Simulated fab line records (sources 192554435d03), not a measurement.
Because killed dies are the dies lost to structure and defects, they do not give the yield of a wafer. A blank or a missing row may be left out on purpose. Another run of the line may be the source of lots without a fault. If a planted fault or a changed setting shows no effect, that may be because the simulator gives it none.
The same fault as seen by 2 desks || flow n5 finfet || numbers are kept per desk, each desk with only its own; the story behind them comes last

== AT THE METROLOGY DESK ==
What the gauges read for every lot (on any tool): the sampled wafers with a number, averaged. If a lot's mean is further than 4 standard deviations from the usual mean, the lot is out of limits and carries the mark OUT (the distance appears in the brackets). Of its 14 readings 7 are shown: the one that was out of limits first, and those that lie furthest out on some lot.
Columns: A = trench depth nm at N5_BEOL_M1_OCD_MEAS_38, usual 55.5 nm; B = CHAIN_V0 at N5_BEOL_M4_RC_MEAS_101, usual 238 ohm/link; C = CHAIN_V0_max_site at N5_BEOL_M4_RC_MEAS_101, usual 247 ohm/link; D = DIBL_N at N5_BEOL_M4_RC_MEAS_101, usual 36.0 mV/V; E = IOFF_N at N5_BEOL_M4_RC_MEAS_101, usual 0.16 nA/um; F = ION_N at N5_BEOL_M4_RC_MEAS_101, usual 675 uA/um; G = VT_P at N5_BEOL_M4_RC_MEAS_101, usual -251 mV
{"lot": "L348", "first seen here": "day 6 11:07", "A": 56.8, "B": 229, "C": 236, "D": 36.3, "E": 0.16, "F": 670, "G": -254}
{"lot": "L349", "first seen here": "day 6 11:19", "A": 55.4, "B": 254, "C": 264, "D": 34.7, "E": 0.15, "F": 670, "G": -253}
{"lot": "L352", "first seen here": "day 7 10:01", "A": 55.1, "B": 228, "C": 236, "D": 36.0, "E": 0.16, "F": 676, "G": -251}
{"lot": "L353", "first seen here": "day 7 22:22", "A": 55.3, "B": 237, "C": 242, "D": 40.7, "E": 0.22, "F": 688, "G": -249}
{"lot": "L355", "first seen here": "day 8 08:15", "A": 55.6, "B": 242, "C": 249, "D": 37.3, "E": 0.17, "F": 673, "G": -254}
{"lot": "L357", "first seen here": "day 8 16:10", "A": 55.7, "B": 239, "C": 246, "D": 35.0, "E": 0.14, "F": 681, "G": -255}
{"lot": "L359", "first seen here": "day 9 09:00", "A": 55.3, "B": 244, "C": 248, "D": 35.2, "E": 0.15, "F": 674, "G": -252}
{"lot": "L362", "first seen here": "day 9 23:08", "A": 55.3, "B": 230, "C": 236, "D": 34.6, "E": 0.13, "F": 653, "G": -257}
{"lot": "L368", "first seen here": "day 11 02:38", "A": "68.0 (+12) OUT", "B": 210, "C": 215, "D": 34.4, "E": 0.15, "F": 674, "G": -246}
Finding of this desk: L368 out of limits; the first was L368 at day 11 04:41, on trench depth nm at N5_BEOL_M1_OCD_MEAS_38. L348, L349, L352, L353, L355, L357, L359, L362 stayed within limits.

== TOOL OWNER'S DESK, rie diel-03 ==
The tool's own readings at N5_BEOL_M1_TRENCH_ETCH_37 (etches SiOC in C4F6/O2, target depth 55.207 nm, time 29 s): means of the sampled wafers that have a number, for each lot that ran on this tool. If a lot's mean is further than 4 standard deviations from the usual mean, the lot is out of limits and carries the mark OUT (the distance appears in the brackets).
Columns: A = C4F6_flow_sccm at N5_BEOL_M1_TRENCH_ETCH_37, usual 9.998 sccm; B = bias w at N5_BEOL_M1_TRENCH_ETCH_37, usual 185.0 W; C = drypump motor current A at N5_BEOL_M1_TRENCH_ETCH_37, usual 5.8 A; D = oes product au at N5_BEOL_M1_TRENCH_ETCH_37, usual 0.79 a.u.; E = rf vpp V at N5_BEOL_M1_TRENCH_ETCH_37, usual 671 V; F = showerhead plenum p Torr at N5_BEOL_M1_TRENCH_ETCH_37, usual 2.84 Torr; G = throttle valve pct at N5_BEOL_M1_TRENCH_ETCH_37, usual 20.75 %
{"lot": "L348", "first seen here": "day 6 11:48", "A": 10.026, "B": 184.6, "C": 5.7, "D": 0.91, "E": 672, "F": 2.88, "G": 20.53}
{"lot": "L349", "first seen here": "day 6 12:27", "A": 10.022, "B": 184.8, "C": 5.7, "D": 0.83, "E": 668, "F": 2.89, "G": 20.64}
{"lot": "L359", "first seen here": "day 9 17:54", "A": 9.991, "B": 185.6, "C": 5.9, "D": 0.81, "E": 672, "F": 2.80, "G": 20.66}
{"lot": "L362", "first seen here": "day 9 23:52", "A": 9.978, "B": 185.5, "C": 5.4, "D": 0.76, "E": 668, "F": 2.91, "G": 20.79}
{"lot": "L368", "first seen here": "day 11 04:31", "A": 10.018, "B": 184.0, "C": 5.7, "D": 0.96, "E": 672, "F": 2.87, "G": 20.61}
Finding of this desk: none of the 5 lots has anything out of limits.

== TAKEN TOGETHER ==
At day 11 04:41 the metrology desk could have sounded an alarm, on L368.
Nothing out of limits was seen by the tool owner's desk.
Tool owner's desk: L368 on record, inside its limits.
On rie diel-03, each named lot ran N5_BEOL_M1_TRENCH_ETCH_37.

== WHAT WAS PUT IN BY THE SIMULATOR ==
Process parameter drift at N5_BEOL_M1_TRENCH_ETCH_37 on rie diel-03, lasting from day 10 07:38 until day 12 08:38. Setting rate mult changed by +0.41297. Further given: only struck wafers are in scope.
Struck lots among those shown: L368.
Per desk, hours elapsed from the start of the fault to the first reading out of limits: for the metrology desk, 21.
